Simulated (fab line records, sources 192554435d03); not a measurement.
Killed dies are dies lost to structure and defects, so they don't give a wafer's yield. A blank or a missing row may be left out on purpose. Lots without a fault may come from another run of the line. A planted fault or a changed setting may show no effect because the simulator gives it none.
Chamber matching | flow n5_finfet | N5_BEOL_M2_PRE_CLEAN_60 on cvd_co-01: 3 sister chambers
The step time 15 s. 3 wafers are shown with their chamber, then 11 later ones without.

WAFERS WITH THEIR CHAMBER
wafer  | chamber | heater_power_w (W)
L093.4 | 0       | 88
L093.6 | 2       | 94
L092.1 | 1       | 85

WAFERS WITHOUT THEIR CHAMBER
wafer  | heater_power_w (W)
L092.2 | 92
L092.3 | 89
L095.1 | 90
L095.3 | 83
L095.6 | 82
L097.1 | 92
L097.3 | 86
L097.6 | 84
L096.1 | 89
L096.4 | 90
L096.5 | 88

WHICH CHAMBER EACH WENT THROUGH
wafer  | from the rows above          | in truth
L092.2 | can't be placed: 2 or 0      | 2
L092.3 | can't be placed: 0 or 1      | 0
L095.1 | can't be placed: 0 or 2 or 1 | 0
L095.3 | can't be placed: 1 or 0      | 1
L095.6 | can't be placed: 1 or 0      | 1
L097.1 | can't be placed: 2 or 0      | 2
L097.3 | can't be placed: 1 or 0      | 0
L097.6 | can't be placed: 1 or 0      | 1
L096.1 | can't be placed: 0 or 1      | 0
L096.4 | can't be placed: 0 or 2 or 1 | 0
L096.5 | can't be placed: 0 or 1      | 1
Placed correctly: 0 of 11. Can't be placed from these rows: 11 (the true chamber is among the candidates in 11). Placed wrongly: 0.
How it was worked out, from the rows above alone: a wafer's distance from a chamber is the root of the sum, over the readings, of the square of ((its reading less the chamber's mean) divided by the reading's scatter). The wafer belongs to the nearest chamber; if the next one is less than 2 further off, it can't be placed. A chamber's mean is the mean of its shown wafers. The scatter: with one shown wafer a chamber, the root of the mean of the squares of how far each hidden wafer lies from its nearest shown one.
